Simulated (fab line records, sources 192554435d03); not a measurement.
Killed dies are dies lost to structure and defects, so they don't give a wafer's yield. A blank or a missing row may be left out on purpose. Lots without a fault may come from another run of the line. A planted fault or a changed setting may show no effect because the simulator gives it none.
fab line records | flow n5_finfet
record lots=24 wafers=72 last_day=18
route steps=1938 shown BEOL_M3@950
lots that met no fault: from a run of the same line without faults
start_h: hours from the record's first day to the start of the lot's first wafer shown | wait_h: hours since the lot's step before | " the same as in the row above | L1.1+2: a row that stands for several wafers | - no value, or no start given | * or withheld: withheld | < > ~ a bound
route shown NAME@n: a module of which the file shows steps, and the number in the route of the first | usual: mean/standard deviation of fault-free wafers | same: alike in all rows | chamber/n: place in a boat | sites: the reading at each site | _std_site: their standard deviation | _edge_site: outer sites' mean less inner sites' | radius_mm: how far each site lies from the wafer's centre | mask NAME#n: copy n | behind: the tool/chamber that last shaped the wafer | hold: why the lot was held/for how many hours/how that ended | device: the transistor (n, p or np) that didn't switch | end of line: the same wafers' tests at the end of the route | a step without rows: its recipe alone | killed: dies lost to structure and defects at the first sort, not the wafer's yield | map: a wafer's dies, x killed, . not, _ none there
set.NAME: the setting as run; set.NAME@STEP: as run at that earlier step | model.NAME: the simulator's own value behind a step, which no gauge read
steps of the route over a sample of lots; a table a step, a row a wafer
services: from which hour (start_h, from the record's first day; less than 0 if before it) a tool's chamber was out of use, for how many hours, and why
## steps
# step N5_BEOL_M3_ETCH_64
# recipe chemistry=N2/H2 target=SOC target_depth_a=750 overetch_a=150 mask_material=SiARC temp_c=40 time_s=112.5 ion_energy_ev=200 pressure_mtorr=30 source_w=840 bias_w=150 n2_flow_sccm=200 h2_flow_sccm=200
# usual drypump_motor_current_A=5.7/0.52 oes_product_au=0.62/0.064 rf_vpp_V=525/3 showerhead_plenum_p_Torr=2.58/0.11 throttle_valve_pct=17.91/0.3
# columns lot.wafer tool chamber start_h wait_h drypump_motor_current_A oes_product_au rf_hours_counter_h rf_vpp_V showerhead_plenum_p_Torr throttle_valve_pct
L074.2 rie_diel-02 1 138.87 0.0 5.7 0.56 239 520 2.41 18.52
L074.3 " 3 " " 5.5 0.59 139 527 2.65 17.99
L074.4 " 3 " " 5.5 0.60 - 527 2.65 17.99
L075.2 rie_diel-06 2 146.13 0.0 5.9 0.54 233 521 2.51 18.13
L075.4 " 0 " " 5.1 0.59 144 521 2.43 17.70
L075.5 " 0 " " 5.1 0.59 - 521 2.43 17.70
L076.1 rie_diel-05 1 153.93 0.0 5.7 0.70 41 524 2.58 17.84
L076.3 " 3 " " 5.6 0.59 158 527 2.66 17.72
L076.4 " 0 " " 6.2 0.58 215 520 2.41 18.06
L077.1 rie_diel-05 2 156.22 0.0 5.0 0.58 185 527 2.65 18.50
L077.4 " 1 " " 5.7 0.68 42 525 2.58 17.85
L077.6 " 0 " " 6.2 0.57 - 520 2.41 18.07
L078.1 rie_diel-05 2 162.34 0.0 5.0 0.58 186 527 2.65 18.50
L078.3 " 3 " " 5.6 0.59 160 526 2.66 17.72
L078.6 " 2 " " 5.0 0.58 - 526 2.65 18.49
L079.1 rie_diel-02 0 169.47 0.0 5.2 0.59 152 525 2.63 18.03
L079.3 " 1 " " 5.6 0.55 249 518 2.40 18.54
L079.5 " 3 " " 5.5 0.58 - 526 2.65 18.01
L080.1 rie_diel-06 3 172.80 0.0 6.5 0.59 156 526 2.64 17.74
L080.2 " 2 " " 5.9 0.53 240 523 2.50 18.17
L080.4 " 1 " " 6.6 0.70 35 529 2.71 17.49
L081.1 rie_diel-05 3 186.32 0.0 5.6 0.58 167 526 2.66 17.74
L081.2 " 1 " " 5.7 0.68 51 525 2.58 17.87
L081.3 " 2 " " 5.0 0.57 194 526 2.65 18.51
L082.1 rie_diel-06 0 197.39 0.0 5.2 0.58 159 522 2.42 17.73
L082.2 " 3 " " 6.4 0.59 159 526 2.64 17.72
L082.6 " 0 " " 5.1 0.58 - 521 2.42 17.73
L083.1 rie_diel-05 3 214.60 0.0 5.6 0.58 175 527 2.65 17.76
L083.2 " 1 " " 5.7 0.67 58 525 2.58 17.88
L083.4 " 0 " " 6.2 0.56 228 520 2.40 18.08
L084.1 rie_diel-02 3 216.02 0.0 5.5 0.58 163 528 2.64 18.03
L084.3 " 1 " " 5.6 0.76 10 527 2.72 18.18
L084.6 " 1 " " 5.6 0.76 - 527 2.72 18.17
L085.2 rie_diel-02 1 219.52 0.0 5.6 0.76 11 529 2.72 18.18
L085.3 " 3 " " 5.5 0.58 164 526 2.64 18.04
L085.6 " 1 " " 5.6 0.76 - 528 2.72 18.19
L086.2 rie_diel-05 0 220.05 0.0 6.2 0.56 230 521 2.40 18.08
L086.3 " 2 " " 5.0 0.57 203 526 2.65 18.52
L086.4 " 1 " " 5.7 0.67 60 526 2.58 17.88
L088.1 rie_diel-05 2 225.39 0.0 5.0 0.57 205 526 2.64 18.55
L088.2 " 0 " " 6.1 0.56 232 520 2.40 18.08
L088.5 " 0 " " 6.1 0.56 - 521 2.40 18.09
L087.2 rie_diel-02 3 229.01 0.0 5.5 0.58 167 527 2.64 18.03
L087.4 " 0 " " 5.2 0.58 172 526 2.63 18.05
L087.6 " 0 " " 5.2 0.58 - 525 2.63 18.07
L089.1 rie_diel-06 2 236.04 0.0 5.9 0.74 4 522 2.50 17.72
L089.5 " 2 " " 5.9 0.74 - 522 2.50 17.72
L089.6 " 3 " " 6.5 0.58 - 527 2.64 17.74
L090.1 rie_diel-06 1 237.22 0.0 6.6 0.67 55 527 2.70 17.54
L090.3 " 0 " " 5.1 0.58 173 519 2.41 17.75
L090.5 " 1 " " 6.6 0.67 - 529 2.70 17.52
L091.2 rie_diel-06 3 243.97 0.0 6.5 0.58 174 526 2.64 17.75
L091.3 " 0 " " 5.2 0.58 174 519 2.41 17.75
L091.4 " 1 " " 6.6 0.67 56 527 2.69 17.54
L092.1 rie_diel-05 0 258.30 0.0 6.2 0.55 240 519 2.40 18.09
L092.2 " 2 " " 5.0 0.56 214 524 2.64 18.55
L092.5 " 3 " " 5.6 0.57 - 525 2.65 17.77
L094.2 rie_diel-05 3 264.15 0.0 5.6 0.57 189 526 2.65 17.77
L094.5 " 3 " " 5.6 0.57 - 526 2.65 17.76
L094.6 " 0 " " 6.2 0.56 - 518 2.40 18.09
L093.2 rie_diel-06 3 269.12 0.0 6.5 0.57 183 528 2.63 17.78
L093.4 " 0 " " 5.2 0.57 182 522 2.41 17.77
L093.6 " 0 " " 5.2 0.57 - 520 2.41 17.77
L095.1 rie_diel-05 0 280.93 0.0 6.2 0.55 247 519 2.40 18.12
L095.3 " 1 " " 5.7 0.65 76 525 2.57 17.92
L095.4 " 2 " " 5.0 0.55 221 526 2.64 18.56
L096.1 rie_diel-06 2 280.97 0.0 5.9 0.71 17 522 2.49 17.74
L096.2 " 3 " " 6.5 0.58 186 526 2.63 17.77
L096.3 " 0 " " 5.1 0.56 186 522 2.41 17.77
L097.1 rie_diel-06 2 284.10 0.0 5.9 0.70 18 521 2.49 17.74
L097.4 " 3 " " 6.5 0.57 188 524 2.63 17.79
L097.5 " 0 " " 5.1 0.57 - 522 2.41 17.78
# step N5_BEOL_M3_CD_MEAS_18
# recipe pitch_nm=36 target_cd_nm=18
# usual cd_nm=17.9/0.37
# columns lot.wafer tool chamber start_h wait_h cd_nm
L074.2 cd_sem-03 - 139.22 0.1 18.1
L074.3 " - " " 18.5
L074.4 " - " " 18.8
L075.2 cd_sem-01 - 146.49 0.1 19.0
L075.4 " - " " 18.4
L075.5 " - " " 18.7
L076.1 cd_sem-02 - 154.27 0.0 17.7
L076.3 " - " " 17.7
L076.4 " - " " 17.8
L077.1 cd_sem-01 - 156.56 0.0 17.9
L077.4 " - " " 17.8
L077.6 " - " " 17.7
L078.1 cd_sem-03 - 162.68 0.0 17.7
L078.3 " - " " 17.6
L078.6 " - " " 18.1
L079.1 cd_sem-03 - 169.96 0.0 18.0
L079.3 " - " " 18.3
L079.5 " - " " 18.5
L080.1 cd_sem-03 - 173.15 0.0 17.5
L080.2 " - " " 17.9
L080.4 " - " " 17.7
L081.1 cd_sem-01 - 186.67 0.0 17.8
L081.2 " - " " 18.4
L081.3 " - " " 18.1
L082.1 cd_sem-02 - 197.74 0.0 18.3
L082.2 " - " " 18.3
L082.6 " - " " 17.7
L083.1 cd_sem-02 - 215.10 0.0 17.7
L083.2 " - " " 18.0
L083.4 " - " " 18.2
L084.1 cd_sem-02 - 216.38 0.0 17.7
L084.3 " - " " 18.3
L084.6 " - " " 18.1
L085.2 cd_sem-03 - 219.89 0.1 17.9
L085.3 " - " " 17.3
L085.6 " - " " 17.4
L086.2 cd_sem-01 - 220.40 0.1 17.2
L086.3 " - " " 17.9
L086.4 " - " " 17.8
L088.1 cd_sem-03 - 225.74 0.0 18.0
L088.2 " - " " 17.7
L088.5 " - " " 17.5
L087.2 cd_sem-01 - 229.36 0.1 17.7
L087.4 " - " " 18.1
L087.6 " - " " 17.9
L089.1 cd_sem-02 - 236.40 0.0 18.5
L089.5 " - " " 18.6
L089.6 " - " " 18.3
L090.1 cd_sem-03 - 237.59 0.0 17.2
L090.3 " - " " 17.8
L090.5 " - " " 17.4
L091.2 cd_sem-02 - 244.33 0.1 17.4
L091.3 " - " " 17.9
L091.4 " - " " 17.1
L092.1 cd_sem-02 - 258.65 0.0 17.6
L092.2 " - " " 18.2
L092.5 " - " " 17.9
L094.2 cd_sem-02 - 264.50 0.1 17.5
L094.5 " - " " 17.5
L094.6 " - " " 17.6
L093.2 cd_sem-03 - 269.47 0.1 17.9
L093.4 " - " " 17.7
L093.6 " - " " 17.9
L095.1 cd_sem-03 - 281.35 0.0 17.4
L095.3 " - " " 18.0
L095.4 " - " " 17.8
L096.1 cd_sem-02 - 281.36 0.0 17.9
L096.2 " - " " 17.9
L096.3 " - " " 18.2
L097.1 cd_sem-02 - 284.46 0.0 18.4
L097.4 " - " " 18.3
L097.5 " - " " 18.2
# step N5_BEOL_M3_OVL_MEAS_29
# recipe points_per_wafer=522
# usual V2_OVL=0.0/0.62
# columns lot.wafer tool chamber start_h wait_h V2_OVL[nm]
L074.2 overlay-01 0 139.70 0.0 0.1
L074.3 " 0 " " -0.2
L074.4 " 0 " " 0.2
L075.2 overlay-01 0 146.97 0.0 1.2
L075.4 " 0 " " 0.5
L075.5 " 0 " " -0.1
L076.1 overlay-02 0 154.75 0.0 0.1
L076.3 " 0 " " 0.1
L076.4 " 0 " " -0.4
L077.1 overlay-02 0 157.04 0.0 0.4
L077.4 " 0 " " -0.5
L077.6 " 0 " " -0.6
L078.1 overlay-01 0 163.03 0.0 0.3
L078.3 " 0 " " -0.5
L078.6 " 0 " " -0.5
L079.1 overlay-01 0 170.44 0.0 -0.1
L079.3 " 0 " " -0.9
L079.5 " 0 " " 0.1
L080.1 overlay-02 0 173.63 0.0 0.4
L080.2 " 0 " " -0.3
L080.4 " 0 " " -0.8
L081.1 overlay-02 0 187.14 0.0 0.0
L081.2 " 0 " " 0.8
L081.3 " 0 " " 0.0
L082.1 overlay-01 0 198.09 0.0 -0.6
L082.2 " 0 " " -0.3
L082.6 " 0 " " -0.9
L083.1 overlay-01 0 215.45 0.0 -0.3
L083.2 " 0 " " -0.2
L083.4 " 0 " " -0.5
L084.1 overlay-01 0 216.85 0.0 -0.5
L084.3 " 0 " " -0.5
L084.6 " 0 " " -0.1
L085.2 overlay-02 0 220.25 0.0 0.8
L085.3 " 0 " " 0.6
L085.6 " 0 " " 0.2
L086.2 overlay-01 0 220.88 0.0 0.6
L086.3 " 0 " " 0.3
L086.4 " 0 " " 0.1
L088.1 overlay-02 0 226.09 0.0 -0.4
L088.2 " 0 " " -0.5
L088.5 " 0 " " -0.3
L087.2 overlay-01 0 229.71 0.0 -0.3
L087.4 " 0 " " 0.0
L087.6 " 0 " " -0.1
L089.1 overlay-02 0 236.88 0.0 1.0
L089.5 " 0 " " 1.0
L089.6 " 0 " " 1.1
L090.1 overlay-02 0 238.06 0.0 0.3
L090.3 " 0 " " -0.8
L090.5 " 0 " " -0.3
L091.2 overlay-02 0 244.68 0.0 -0.4
L091.3 " 0 " " -0.6
L091.4 " 0 " " -1.2
L092.1 overlay-01 0 259.00 0.0 0.4
L092.2 " 0 " " 0.4
L092.5 " 0 " " 0.9
L094.2 overlay-02 0 265.00 0.0 1.2
L094.5 " 0 " " 0.5
L094.6 " 0 " " 0.1
L093.2 overlay-02 0 269.95 0.0 -0.4
L093.4 " 0 " " -0.6
L093.6 " 0 " " -0.3
L095.1 overlay-01 0 281.82 0.0 0.4
L095.3 " 0 " " 0.4
L095.4 " 0 " " 0.9
L096.1 overlay-02 0 281.88 0.0 0.3
L096.2 " 0 " " 0.7
L096.3 " 0 " " 0.8
L097.1 overlay-02 0 284.81 0.0 -0.5
L097.4 " 0 " " 0.0
L097.5 " 0 " " -0.1
# step N5_BEOL_M3_ETCH_77
# recipe chemistry=N2/H2 target=underlayer target_depth_a=65 mask_material=CAR-EUV time_s=5.2 ion_energy_ev=200 pressure_mtorr=30 source_w=840 bias_w=150 n2_flow_sccm=200 h2_flow_sccm=200 ends=cleared
# usual drypump_motor_current_A=5.8/0.56 etch_rf_on_time_s=5.21/0.13 oes_product_au=0.67/0.074 rf_vpp_V=525.1/2.8 showerhead_plenum_p_Torr=2.59/0.1 throttle_valve_pct=17.90/0.28
# columns lot.wafer tool chamber start_h wait_h drypump_motor_current_A etch_rf_on_time_s oes_product_au rf_hours_counter_h rf_vpp_V showerhead_plenum_p_Torr throttle_valve_pct
L074.2 rie_diel-05 2 139.82 0.0 5.0 5.23 0.64 178 527.5 2.66 18.52
L074.3 " 3 " " 5.6 5.31 0.62 152 524.6 2.66 17.75
L074.4 " 3 " " 5.6 5.26 0.64 - 526.9 2.66 17.74
L075.2 rie_diel-06 3 147.09 0.0 6.5 5.35 0.63 149 527.2 2.65 17.74
L075.4 " 1 " " 6.6 5.26 0.75 28 526.9 2.71 17.48
L075.5 " 3 " " 6.6 5.34 0.63 - 524.6 2.65 17.76
L076.1 rie_diel-06 2 155.59 0.0 5.9 5.10 0.58 236 522.7 2.51 18.19
L076.3 " 3 " " 6.4 5.35 0.63 151 528.0 2.65 17.78
L076.4 " 1 " " 6.6 5.27 0.73 30 527.3 2.71 17.51
L077.1 rie_diel-02 1 157.16 0.0 5.6 5.25 0.59 246 517.7 2.41 18.56
L077.4 " 3 " " 5.5 5.27 0.64 - 526.7 2.65 18.03
L077.6 " 1 " " 5.6 5.22 0.59 - 520.8 2.41 18.58
L078.1 rie_diel-05 1 163.16 0.0 5.7 5.19 0.73 43 526.1 2.58 17.88
L078.3 " 3 " " 5.6 5.28 0.62 160 526.0 2.66 17.73
L078.6 " 1 " " 5.7 5.18 0.74 - 524.4 2.58 17.91
L079.1 rie_diel-05 1 170.56 0.0 5.7 5.19 0.74 46 526.3 2.58 17.88
L079.3 " 0 " " 6.2 4.94 0.63 217 520.3 2.41 18.10
L079.5 " 1 " " 5.7 5.20 0.74 - 525.0 2.58 17.89
L080.1 rie_diel-05 2 174.02 0.0 5.0 5.24 0.62 191 526.1 2.65 18.55
L080.2 " 3 " " 5.6 5.31 0.62 164 524.3 2.66 17.73
L080.4 " 1 " " 5.7 5.22 0.74 48 523.3 2.58 17.89
L081.1 rie_diel-05 2 187.27 0.0 5.0 5.24 0.61 194 525.9 2.65 18.55
L081.2 " 1 " " 5.7 5.21 0.73 51 527.1 2.58 17.89
L081.3 " 3 " " 5.6 5.27 0.62 168 526.2 2.66 17.77
L082.1 rie_diel-06 2 198.22 0.0 5.9 5.05 0.59 247 523.3 2.50 18.21
L082.2 " 3 " " 6.5 5.38 0.62 160 526.0 2.64 17.77
L082.6 " 2 " " 5.9 5.06 0.58 - 520.4 2.50 18.23
L083.1 rie_diel-06 3 215.68 0.0 6.4 5.42 0.63 165 526.1 2.64 17.76
L083.2 " 1 " " 6.6 5.26 0.71 47 527.3 2.70 17.56
L083.4 " 3 " " 6.5 5.43 0.61 - 528.0 2.64 17.78
L084.1 rie_diel-05 2 216.98 0.0 5.0 5.23 0.62 202 528.0 2.65 18.57
L084.3 " 0 " " 6.2 4.94 0.63 229 519.7 2.40 18.13
L084.6 " 1 " " 5.7 5.19 0.74 - 525.6 2.58 17.92
L085.2 rie_diel-06 3 220.61 0.0 6.5 5.34 0.62 168 525.5 2.64 17.79
L085.3 " 0 " " 5.2 5.11 0.63 168 521.5 2.42 17.78
L085.6 " 3 " " 6.5 5.36 0.62 - 525.4 2.64 17.77
L086.2 rie_diel-02 2 221.39 0.0 5.0 5.27 0.78 15 527.8 2.70 17.39
L086.3 " 1 " " 5.7 5.07 0.83 12 527.8 2.72 18.23
L086.4 " 3 " " 5.5 5.26 0.62 164 526.4 2.64 18.06
L088.1 rie_diel-06 2 226.22 0.0 5.9 5.03 0.83 1 522.0 2.50 17.79
L088.2 " 0 " " 5.1 5.18 0.63 170 522.3 2.42 17.78
L088.5 " 2 " " 5.9 5.00 0.83 - 523.4 2.50 17.78
L087.2 rie_diel-06 1 229.83 0.0 6.6 5.23 0.73 53 527.7 2.70 17.57
L087.4 " 0 " " 5.1 5.07 0.63 170 520.7 2.42 17.80
L087.6 " 2 " " 5.9 4.98 0.82 - 523.4 2.50 17.76
L089.1 rie_diel-06 2 237.01 0.0 5.9 5.02 0.82 4 523.1 2.50 17.77
L089.5 " 3 " " 6.5 5.38 0.60 - 527.3 2.64 17.80
L089.6 " 0 " " 5.2 5.19 0.62 - 521.1 2.41 17.78
L090.1 rie_diel-02 2 238.19 0.0 5.0 5.22 0.78 20 526.3 2.70 17.39
L090.3 " 0 " " 5.2 5.20 0.60 174 528.4 2.62 18.10
L090.5 " 1 " " 5.6 4.97 0.83 - 527.3 2.72 18.23
L091.2 rie_diel-06 2 244.80 0.0 5.9 5.03 0.81 6 525.9 2.50 17.78
L091.3 " 3 " " 6.5 5.41 0.61 174 525.9 2.64 17.80
L091.4 " 0 " " 5.2 5.16 0.62 175 518.1 2.41 17.81
L092.1 rie_diel-06 3 259.13 0.0 6.5 5.40 0.61 179 525.7 2.63 17.83
L092.2 " 2 " " 5.9 5.07 0.79 10 522.1 2.50 17.77
L092.5 " 3 " " 6.5 5.42 0.60 - 526.7 2.63 17.81
L094.2 rie_diel-02 2 265.12 0.0 5.0 5.25 0.77 26 527.6 2.70 17.41
L094.5 " 0 " " 5.2 5.23 0.61 - 527.7 2.62 18.14
L094.6 " 1 " " 5.6 4.99 0.82 - 528.1 2.71 18.26
L093.2 rie_diel-06 3 270.07 0.0 6.5 5.37 0.61 183 525.0 2.63 17.81
L093.4 " 1 " " 6.6 5.30 0.70 64 526.7 2.69 17.60
L093.6 " 2 " " 5.9 4.98 0.79 - 521.8 2.49 17.79
L095.1 rie_diel-06 2 281.95 0.0 5.9 4.88 0.79 17 522.8 2.49 17.78
L095.3 " 0 " " 5.2 5.10 0.61 186 522.5 2.41 17.81
L095.4 " 1 " " 6.6 5.28 0.70 67 527.8 2.69 17.60
L096.1 rie_diel-02 1 282.01 0.0 5.6 5.01 0.78 29 527.9 2.71 18.25
L096.2 " 2 " " 5.0 5.21 0.76 31 527.6 2.70 17.41
L096.3 " 3 " " 5.5 5.24 0.61 180 524.8 2.64 18.11
L097.1 rie_diel-06 3 284.94 0.0 6.5 5.42 0.62 188 526.4 2.63 17.80
L097.4 " 2 " " 5.9 4.98 0.77 18 520.8 2.49 17.75
L097.5 " 2 " " 5.9 4.98 0.78 - 524.8 2.49 17.80
# step N5_BEOL_M3_SPUTTER_79
# recipe material=Cu target_thk_a=45 temp_c=-20 chamber_pressure_pa=0.07 power_w=withheld time_s=8.29
# usual chamber_pressure_pa=0.07/0.00015 substrate_temp_c=-20.00/0.1 susceptor_temp_C=-20.01/0.12 throttle_valve_pct=30.1/1.4
# columns lot.wafer tool chamber start_h wait_h chamber_pressure_pa substrate_temp_c susceptor_temp_C throttle_valve_pct
L074.2 pvd_sputter-03 - 143.22 0.1 0.07012 -19.92 -19.99 30.3
L074.3 " - " " 0.07022 -19.76 -20.03 32.4
L074.4 " - " " 0.07004 -20.01 -19.98 28.4
L075.2 pvd_sputter-03 - 154.60 0.1 0.07006 -20.07 -20.09 32.2
L075.4 " - " " 0.07018 -20.06 -20.13 32.3
L075.5 " - " " 0.06993 -20.05 -20.17 30.2
L076.1 pvd_sputter-03 - 161.73 0.1 0.07022 -19.95 -20.09 30.3
L076.3 " - " " 0.06991 -20.08 -20.00 32.3
L076.4 " - " " 0.07004 -19.82 -19.77 30.3
L077.1 pvd_sputter-02 - 163.42 0.1 0.06991 -20.00 -20.14 31.8
L077.4 " - " " 0.06992 -20.03 -19.95 27.9
L077.6 " - " " 0.07004 -20.02 -20.00 30.0
L078.1 pvd_sputter-02 - 165.54 0.1 0.06994 -19.98 -20.08 28.1
L078.3 " - " " 0.07 -20.00 -19.97 29.9
L078.6 " - " " 0.06976 -19.95 -20.17 31.2
L079.1 pvd_sputter-03 - 172.78 0.1 0.07009 -19.97 -20.09 32.1
L079.3 " - " " 0.06997 -19.88 -20.15 29.8
L079.5 " - " " 0.07006 -19.95 -19.97 29.6
L080.1 pvd_sputter-02 - 179.88 0.1 0.06998 -20.02 -20.07 30.3
L080.2 " - " " 0.07015 -19.98 -20.10 31.3
L080.4 " - " " 0.07 -20.00 -19.93 28.0
L081.1 pvd_sputter-02 - 195.22 0.1 0.06985 -19.90 -19.92 29.9
L081.2 " - " " 0.06994 -19.89 -20.09 31.2
L081.3 " - " " 0.06982 -19.94 -20.02 31.6
L082.1 pvd_sputter-02 - 208.92 0.1 0.06997 -19.97 -20.02 29.8
L082.2 " - " " 0.07035 -19.89 -20.05 31.1
L082.6 " - " " 0.06993 -20.19 -20.05 30.8
L083.1 pvd_sputter-03 - 219.65 0.1 0.06999 -20.15 -20.10 28.4
L083.2 " - " " 0.06997 -20.03 -19.85 30.1
L083.4 " - " " 0.0699 -19.90 -19.69 29.8
L084.1 pvd_sputter-03 - 225.29 0.1 0.0699 -19.80 -20.04 28.6
L084.3 " - " " 0.07039 -19.93 -19.78 30.4
L084.6 " - " " 0.07001 -20.06 -19.72 30.0
L085.2 pvd_sputter-03 - 227.13 0.1 0.06986 -19.90 -19.93 32.6
L085.3 " - " " 0.07008 -19.98 -20.14 29.6
L085.6 " - " " 0.06999 -19.79 -20.13 30.3
L086.2 pvd_sputter-02 - 229.98 0.1 0.07008 -19.86 -19.97 27.8
L086.3 " - " " 0.07013 -20.20 -20.07 29.9
L086.4 " - " " 0.07011 -20.17 -19.99 31.3
L088.1 pvd_sputter-01 - 233.06 0.1 0.07009 -20.07 -20.10 29.2
L088.2 " - " " 0.07002 -20.04 -19.92 31.3
L088.5 " - " " 0.06994 -19.92 -20.06 30.2
L087.2 pvd_sputter-03 - 233.13 0.1 0.07017 -19.86 -19.89 29.7
L087.4 " - " " 0.07015 -19.93 -19.94 30.4
L087.6 " - " " 0.07025 -20.03 -20.07 30.4
L089.1 pvd_sputter-02 - 239.55 0.1 0.06982 -20.14 -20.17 27.9
L089.5 " - " " 0.0698 -19.97 -20.01 27.7
L089.6 " - " " 0.0699 -20.24 -20.23 31.1
L090.1 pvd_sputter-01 - 240.30 0.1 0.07001 -19.95 -20.09 29.7
L090.3 " - " " 0.0701 -20.04 -20.11 31.1
L090.5 " - " " 0.07007 -20.04 -19.91 29.1
L091.2 pvd_sputter-01 - 265.54 0.1 0.07012 -19.88 -20.05 31.3
L091.3 " - " " 0.07012 -20.12 -19.97 31.3
L091.4 " - " " 0.06979 -19.97 -19.93 29.1
L092.1 pvd_sputter-02 - 269.60 0.1 0.06989 -20.10 -19.89 29.8
L092.2 " - " " 0.06988 -20.10 -19.79 31.2
L092.5 " - " " 0.06986 -20.12 -20.04 27.6
L094.2 pvd_sputter-02 - 271.44 0.1 0.06997 -20.22 -20.04 27.7
L094.5 " - " " 0.07018 -19.96 -20.14 30.9
L094.6 " - " " 0.0703 -19.95 -20.09 31.3
L093.2 pvd_sputter-01 - 273.50 0.1 0.07036 -20.09 -19.96 31.4
L093.4 " - " " 0.07015 -20.04 -19.83 29.0
L093.6 " - " " 0.06982 -19.96 -19.76 29.2
L095.1 pvd_sputter-02 - 285.86 0.1 0.06988 -19.72 -19.83 28.1
L095.3 " - " " 0.06979 -20.11 -20.09 31.2
L095.4 " - " " 0.07013 -19.97 -19.67 31.4
L096.1 pvd_sputter-01 - 290.40 0.1 0.07004 -19.94 -20.13 28.9
L096.2 " - " " 0.06994 -19.98 -20.01 31.3
L096.3 " - " " 0.07001 -19.76 -20.03 31.0
L097.1 pvd_sputter-02 - 290.54 0.1 0.07012 -19.99 -20.00 30.2
L097.4 " - " " 0.07008 -19.76 -19.99 31.3
L097.5 " - " " 0.07003 -20.04 -20.24 29.9
# step N5_BEOL_M3_ANNEAL_80
# recipe temp_c=400 time_s=240 ambient=vacuum
# usual heater_power_w=854/83 susceptor_temp_C=399.99/0.22 susceptor_temp_C_max=400.9/0.37
# columns lot.wafer tool chamber start_h wait_h heater_power_w susceptor_temp_C susceptor_temp_C_max
L074.2 pvd_sputter-03 - 143.30 0.0 817 399.87 400.9
L074.3 " - " " 1016 399.95 400.8
L074.4 " - " " 972 400.25 401.0
L075.2 pvd_sputter-03 - 154.68 0.0 1034 399.95 400.7
L075.4 " - " " 986 400.07 400.8
L075.5 " - " " 835 400.00 400.7
L076.1 pvd_sputter-03 - 161.81 0.0 826 400.10 401.3
L076.3 " - " " 1010 399.94 400.6
L076.4 " - " " 804 400.15 401.1
L077.1 pvd_sputter-02 - 163.50 0.0 768 399.43 400.4
L077.4 " - " " 827 399.62 400.1
L077.6 " - " " 916 400.30 400.9
L078.1 pvd_sputter-02 - 165.62 0.0 842 400.12 400.5
L078.3 " - " " 915 400.23 401.2
L078.6 " - " " 747 399.58 400.9
L079.1 pvd_sputter-03 - 172.86 0.0 1009 399.97 400.9
L079.3 " - " " 844 400.01 401.4
L079.5 " - " " 873 400.10 401.9
L080.1 pvd_sputter-02 - 179.96 0.0 903 400.15 401.3
L080.2 " - " " 777 400.27 401.2
L080.4 " - " " 843 400.09 400.7
L081.1 pvd_sputter-02 - 195.30 0.0 897 400.08 401.0
L081.2 " - " " 780 400.12 401.2
L081.3 " - " " 774 399.98 401.1
L082.1 pvd_sputter-02 - 209.00 0.0 885 400.18 401.0
L082.2 " - " " 789 399.97 401.2
L082.6 " - " " 779 399.88 400.7
L083.1 pvd_sputter-03 - 219.73 0.0 973 399.73 400.5
L083.2 " - " " 797 400.28 401.0
L083.4 " - " " 869 399.88 401.3
L084.1 pvd_sputter-03 - 225.37 0.0 978 400.30 400.9
L084.3 " - " " 805 399.97 400.5
L084.6 " - " " 797 399.78 400.7
L085.2 pvd_sputter-03 - 227.21 0.0 1006 400.11 400.8
L085.3 " - " " 881 399.73 401.5
L085.6 " - " " 820 400.23 401.3
L086.2 pvd_sputter-02 - 230.06 0.0 850 399.74 400.2
L086.3 " - " " 882 399.80 400.7
L086.4 " - " " 773 399.94 400.8
L088.1 pvd_sputter-01 - 233.14 0.0 734 399.75 401.4
L088.2 " - " " 739 400.04 401.1
L088.5 " - " " 915 400.24 401.0
L087.2 pvd_sputter-03 - 233.21 0.0 889 400.11 401.3
L087.4 " - " " 812 400.10 401.0
L087.6 " - " " 809 400.23 401.0
L089.1 pvd_sputter-02 - 239.63 0.0 839 399.74 400.3
L089.5 " - " " 833 399.89 400.3
L089.6 " - " " 785 400.21 401.2
L090.1 pvd_sputter-01 - 240.38 0.0 929 400.10 400.9
L090.3 " - " " 723 399.61 400.6
L090.5 " - " " 741 400.28 401.7
L091.2 pvd_sputter-01 - 265.62 0.0 828 399.73 400.9
L091.3 " - " " 729 400.11 401.4
L091.4 " - " " 749 399.89 401.4
L092.1 pvd_sputter-02 - 269.68 0.0 898 399.60 400.7
L092.2 " - " " 784 400.30 401.3
L092.5 " - " " 853 400.17 400.5
L094.2 pvd_sputter-02 - 271.52 0.0 851 400.01 400.5
L094.5 " - " " 756 399.76 400.8
L094.6 " - " " 782 400.37 401.2
L093.2 pvd_sputter-01 - 273.58 0.0 831 400.16 401.1
L093.4 " - " " 760 400.10 401.2
L093.6 " - " " 757 399.93 401.7
L095.1 pvd_sputter-02 - 285.94 0.0 823 400.14 400.6
L095.3 " - " " 783 400.34 401.3
L095.4 " - " " 791 400.16 401.4
L096.1 pvd_sputter-01 - 290.48 0.0 739 400.01 400.9
L096.2 " - " " 861 400.05 401.1
L096.3 " - " " 726 399.76 401.0
L097.1 pvd_sputter-02 - 290.62 0.0 911 400.07 400.9
L097.4 " - " " 763 400.38 401.7
L097.5 " - " " 897 400.25 401.0
## services
# columns tool chamber start_h hours kind
rie_diel-05 1 115.02 3.4 repair
rie_diel-02 2 118.32 7.8 repair
rie_diel-02 2 131.09 - clean
rie_diel-02 2 131.09 - consumable_replace:focus_ring
rie_diel-02 2 131.09 - consumable_replace:showerhead
rie_diel-02 2 131.09 30.9 scheduled_down
rie_diel-02 2 131.09 30.9 vent_cycle
rie_diel-02 3 144.57 4.2 repair
rie_diel-02 - 154.97 0.8 repair
rie_diel-05 0 160.21 8.9 repair
rie_diel-02 1 171.41 - clean
rie_diel-02 1 171.41 - consumable_replace:focus_ring
rie_diel-02 1 171.41 - consumable_replace:showerhead
rie_diel-02 1 171.41 14.4 scheduled_down
rie_diel-02 1 171.41 14.4 vent_cycle
rie_diel-06 2 207.73 - clean
rie_diel-06 2 207.73 - consumable_replace:focus_ring
rie_diel-06 2 207.73 13.7 scheduled_down
rie_diel-06 2 207.73 13.7 vent_cycle
rie_diel-02 2 209.65 5.9 repair
rie_diel-06 - 213.63 0.3 repair
## key
fault none
